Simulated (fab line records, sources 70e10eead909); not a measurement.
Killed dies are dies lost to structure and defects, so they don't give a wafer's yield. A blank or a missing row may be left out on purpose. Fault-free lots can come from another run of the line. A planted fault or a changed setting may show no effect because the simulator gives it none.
Which tool was responsible? | flow nandHarc | 12 lots with 35 wafers sampled at 5 steps, on a route of 1302 steps

== WHAT EACH GAUGE READ, for each wafer ==
NHARC_END_SORT_01. Usual: killedAtArray 49, standard deviation 18; killedAtOther 0.7, standard deviation 1.1; killedAtPeriphery 4.0, standard deviation 2.6; killedDies 54, standard deviation 19; killedOpen 3.4, standard deviation 1.7; killedShort 2.5, standard deviation 1.7.
lot  | measured     | on        | killedAtArray | killedAtOther | killedAtPeriphery | killedDies | killedOpen | killedShort | flag
L313 | day 32 08:43 | prober-01 | 63 76 642     | 0 0 0         | 2 7 4             | 65 83 646  | 2 2 4      | 1 1 0       | OFF

== WHICH TOOL RAN EACH LOT (tool, then ch and the chambers of the sampled wafers, then the start) ==
lot  | NHARC_A_CHANNEL_HOLE_D1_DEP_00 | NHARC_A_CHANNEL_HOLE_D1_DESCUM_15 | NHARC_A_CHANNEL_HOLE_D1_ETCH_34   | NHARC_A_CHANNEL_HOLE_D1_ETCH_19
L295 | aclDep-01 ch 0, day 8 05:40    | rieDiel-09 ch 0,1, day 8 07:44    | rieDiel-09 ch 1,2,3, day 8 08:10  | harEtch-02 ch 0,1, day 8 08:56
L298 | aclDep-01 ch 0, day 9 21:30    | rieDiel-13 ch 2,3, day 10 00:20   | rieDiel-13 ch 1,2, day 10 00:46   | harEtch-01 ch 0,1, day 10 01:32
L301 | aclDep-03 ch 0, day 10 19:45   | rieDiel-09 ch 0,3, day 10 21:50   | rieDiel-09 ch 0,1, day 10 22:16   | harEtch-02 ch 0,1, day 10 23:39
L303 | aclDep-01 ch 0, day 11 21:24   | rieDiel-13 ch 0,3, day 11 23:46   | rieDiel-13 ch 0,1,3, day 12 00:15 | harEtch-01 ch 0,1, day 12 00:59
L306 | aclDep-01 ch 0, day 12 18:58   | rieDiel-09 ch 0,1, day 12 21:14   | rieDiel-09 ch 0,3, day 12 21:59   | harEtch-02 ch 0,1, day 13 00:32
L309 | aclDep-02 ch 0, day 14 14:07   | rieDiel-03 ch 1,2,3, day 14 16:38 | rieDiel-03 ch 1,2,3, day 14 17:08 | harEtch-02 ch 0,1, day 14 20:33
L311 | aclDep-03 ch 0, day 15 11:21   | rieDiel-03 ch 0,1, day 15 13:06   | rieDiel-03 ch 0,3, day 15 13:59   | harEtch-01 ch 0,1, day 15 14:52
L313 | aclDep-01 ch 0, day 16 04:33   | rieDiel-03 ch 0,1,3, day 16 07:02 | rieDiel-03 ch 1,2,3, day 16 07:28 | harEtch-02 ch 0,1, day 16 08:14
L315 | aclDep-02 ch 0, day 16 21:35   | rieDiel-13 ch 1,2,3, day 17 00:10 | rieDiel-13 ch 0,3, day 17 00:34   | harEtch-01 ch 0,1, day 17 01:45
L316 | aclDep-03 ch 0, day 17 06:32   | rieDiel-13 ch 2,3, day 17 08:45   | rieDiel-13 ch 0,1,3, day 17 09:23 | harEtch-01 ch 0,1, day 17 11:19
L317 | aclDep-03 ch 0, day 17 22:53   | rieDiel-13 ch 0,1,2, day 18 00:47 | rieDiel-13 ch 1,2, day 18 01:12   | harEtch-02 ch 0,1, day 18 03:05
L318 | aclDep-02 ch 0, day 18 05:25   | rieDiel-09 ch 1,2, day 18 07:38   | rieDiel-09 ch 1,2,3, day 18 08:20 | harEtch-02 ch 0,1, day 18 09:07
- NHARC_A_CHANNEL_HOLE_D1_DEP_00: deposits aC, target thk 3100 nm.
- NHARC_A_CHANNEL_HOLE_D1_DESCUM_15: chemistry O2, time 3 s.
- NHARC_A_CHANNEL_HOLE_D1_ETCH_34: etches the open film in CF4/CHF3, target depth 154 nm, time 77 s.
- NHARC_A_CHANNEL_HOLE_D1_ETCH_19: etches the open film in C4F8/O2/Ar, time 34.5 s.

== WHAT THE TOOLS THEMSELVES READ (means of the sampled wafers that have a number; where no wafer has one, the mark that the record gives instead) ==
NHARC_A_CHANNEL_HOLE_D1_DEP_00. Usual: 35.000 % for throttleValvePct, sd 0.0096.
lot  | tool      | throttleValvePct (%) | flag
L295 | aclDep-01 | 35.004               | 
L298 | aclDep-01 | 34.996               | 
L301 | aclDep-03 | 35.002               | 
L303 | aclDep-01 | 34.995               | 
L306 | aclDep-01 | 35.008               | 
L309 | aclDep-02 | 35.006               | 
L311 | aclDep-03 | 35.005               | 
L313 | aclDep-01 | 34.997               | 
L315 | aclDep-02 | 35.001               | 
L316 | aclDep-03 | 34.995               | 
L317 | aclDep-03 | 35.002               | 
L318 | aclDep-02 | 35.000               | 

NHARC_A_CHANNEL_HOLE_D1_DESCUM_15. Usual: chamberPressureMTorr 60.00 mTorr, standard deviation 0.051; drypumpMotorCurrentA 5.6 A, standard deviation 0.45; oesProductAu 0.995 a.u., standard deviation 0.012; rfVppV 57.8 V, standard deviation 0.85; showerheadPlenumPTorr 1.90 Torr, standard deviation 0.068; throttleValvePct 11.311 %, standard deviation 0.0087.
lot  | tool       | chamberPressureMTorr (mTorr) | drypumpMotorCurrentA (A) | oesProductAu (a.u.) | rfVppV (V) | showerheadPlenumPTorr (Torr) | throttleValvePct (%) | flag
L295 | rieDiel-09 | 59.99                        | 5.7                      | 0.974               | 58.8       | 1.91                         | 11.308               | 
L298 | rieDiel-13 | 60.02                        | 5.7                      | 0.999               | 57.5       | 1.82                         | 11.310               | 
L301 | rieDiel-09 | 60.02                        | 6.0                      | 0.985               | 58.1       | 1.91                         | 11.297               | 
L303 | rieDiel-13 | 59.95                        | 5.8                      | 0.998               | 57.8       | 1.84                         | 11.310               | 
L306 | rieDiel-09 | 60.02                        | 5.8                      | 0.984               | 58.7       | 1.90                         | 11.310               | 
L309 | rieDiel-03 | 59.91                        | 5.5                      | 1.012               | 57.5       | 1.95                         | 11.314               | 
L311 | rieDiel-03 | 60.02                        | 5.7                      | 1.014               | 57.5       | 1.88                         | 11.307               | 
L313 | rieDiel-03 | 60.02                        | 5.7                      | 1.014               | 58.7       | 1.94                         | 11.312               | 
L315 | rieDiel-13 | 60.02                        | 5.4                      | 0.987               | 58.0       | 1.87                         | 11.309               | 
L316 | rieDiel-13 | 60.05                        | 5.8                      | 0.992               | 57.9       | 1.81                         | 11.314               | 
L317 | rieDiel-13 | 60.01                        | 5.3                      | 1.001               | 57.7       | 1.90                         | 11.312               | 
L318 | rieDiel-09 | 60.03                        | 5.5                      | 0.985               | 57.6       | 1.94                         | 11.314               | 

NHARC_A_CHANNEL_HOLE_D1_ETCH_34. Usual: chamberPressureMTorr 25.000 mTorr, standard deviation 0.023; drypumpMotorCurrentA 5.6 A, standard deviation 0.46; oesProductAu 0.948 a.u., standard deviation 0.022; rfVppV 370.4 V, standard deviation 1.9; showerheadPlenumPTorr 1.57 Torr, standard deviation 0.054; throttleValvePct 16.802 %, standard deviation 0.0091.
lot  | tool       | chamberPressureMTorr (mTorr) | drypumpMotorCurrentA (A) | oesProductAu (a.u.) | rfVppV (V) | showerheadPlenumPTorr (Torr) | throttleValvePct (%) | flag
L295 | rieDiel-09 | 25.033                       | 5.9                      | 0.954               | 371.6      | 1.60                         | 16.798               | 
L298 | rieDiel-13 | 25.004                       | 5.0                      | 0.969               | 371.9      | 1.59                         | 16.810               | 
L301 | rieDiel-09 | 24.982                       | 5.7                      | 0.958               | 370.6      | 1.57                         | 16.799               | 
L303 | rieDiel-13 | 24.981                       | 5.4                      | 0.917               | 371.3      | 1.57                         | 16.808               | 
L306 | rieDiel-09 | 24.991                       | 6.3                      | 0.946               | 371.3      | 1.58                         | 16.806               | 
L309 | rieDiel-03 | 25.017                       | 5.5                      | 0.954               | 371.3      | 1.60                         | 16.795               | 
L311 | rieDiel-03 | 25.005                       | 5.4                      | 0.972               | 372.4      | 1.62                         | 16.797               | 
L313 | rieDiel-03 | 24.988                       | 5.5                      | 0.901               | 371.9      | 1.60                         | 16.809               | 
L315 | rieDiel-13 | 24.970                       | 5.7                      | 0.965               | 369.8      | 1.54                         | 16.804               | 
L316 | rieDiel-13 | 25.012                       | 5.4                      | 0.946               | 369.5      | 1.56                         | 16.801               | 
L317 | rieDiel-13 | 25.005                       | 5.0                      | 0.944               | 370.2      | 1.59                         | 16.794               | 
L318 | rieDiel-09 | 25.000                       | 5.9                      | 0.944               | 371.2      | 1.58                         | 16.804               | 

NHARC_A_CHANNEL_HOLE_D1_ETCH_19. Usual: chamberPressureMTorr 15.000 mTorr, standard deviation 0.014; drypumpMotorCurrentA 6.3 A, standard deviation 0.37; showerheadPlenumPTorr 3.72 Torr, standard deviation 0.081; throttleValvePct 37.037 %, standard deviation 0.01.
lot  | tool       | chamberPressureMTorr (mTorr) | drypumpMotorCurrentA (A) | showerheadPlenumPTorr (Torr) | throttleValvePct (%) | flag
L295 | harEtch-02 | 14.985                       | 6.3                      | 3.70                         | 37.036               | 
L298 | harEtch-01 | 15.004                       | 6.0                      | 3.74                         | 37.036               | 
L301 | harEtch-02 | 15.001                       | 6.3                      | 3.68                         | 37.032               | 
L303 | harEtch-01 | 14.992                       | 6.0                      | 3.73                         | 37.046               | 
L306 | harEtch-02 | 14.994                       | 6.3                      | 3.66                         | 37.041               | 
L309 | harEtch-02 | 14.996                       | 6.3                      | 3.65                         | 37.042               | 
L311 | harEtch-01 | 14.992                       | 6.1                      | 3.71                         | 37.041               | 
L313 | harEtch-02 | 15.002                       | 6.5                      | 3.69                         | 37.039               | 
L315 | harEtch-01 | 15.012                       | 6.3                      | 3.70                         | 37.035               | 
L316 | harEtch-01 | 14.997                       | 6.0                      | 3.68                         | 37.036               | 
L317 | harEtch-02 | 14.991                       | 6.5                      | 3.82                         | 37.032               | 
L318 | harEtch-02 | 15.007                       | 6.3                      | 3.90                         | 37.036               | 

== THE ANSWER, worked out from the rows above alone ==
Rule: lot off if the mean of its wafers having a number is beyond 3 standard deviations from the usual mean. A lot without any number at a reading at which 4 lots or more have one is off too. Where the step has rows for the other lots, those lots are counted as sound. The gauges are gone through in route order, then the tools' own readings, and for those a lot's mean is taken as printed above. The first step at which some lot is off is used, and at that step the reading that is off furthest; a lot without a number counts as furthest.
Off, at NHARC_END_SORT_01 on killedAtArray: L313. Neither off nor sound, because the step has no rows for them: L295, L298, L301, L303, L306, L309, L311, L315, L316, L317, L318.
If a tool, at a process step before that reading, ran all the lots that are off and no sound lot after the first of them, it fits. The gauges at NHARC_END_SORT_01 are tried like those tools. Can't be told from this: 4 tools fit, aclDep-01 at NHARC_A_CHANNEL_HOLE_D1_DEP_00, rieDiel-03 at NHARC_A_CHANNEL_HOLE_D1_DESCUM_15 and NHARC_A_CHANNEL_HOLE_D1_ETCH_34, harEtch-02 at NHARC_A_CHANNEL_HOLE_D1_ETCH_19, prober-01 at NHARC_END_SORT_01.

== WHAT HAD BEEN PUT IN BY THE SIMULATOR ==
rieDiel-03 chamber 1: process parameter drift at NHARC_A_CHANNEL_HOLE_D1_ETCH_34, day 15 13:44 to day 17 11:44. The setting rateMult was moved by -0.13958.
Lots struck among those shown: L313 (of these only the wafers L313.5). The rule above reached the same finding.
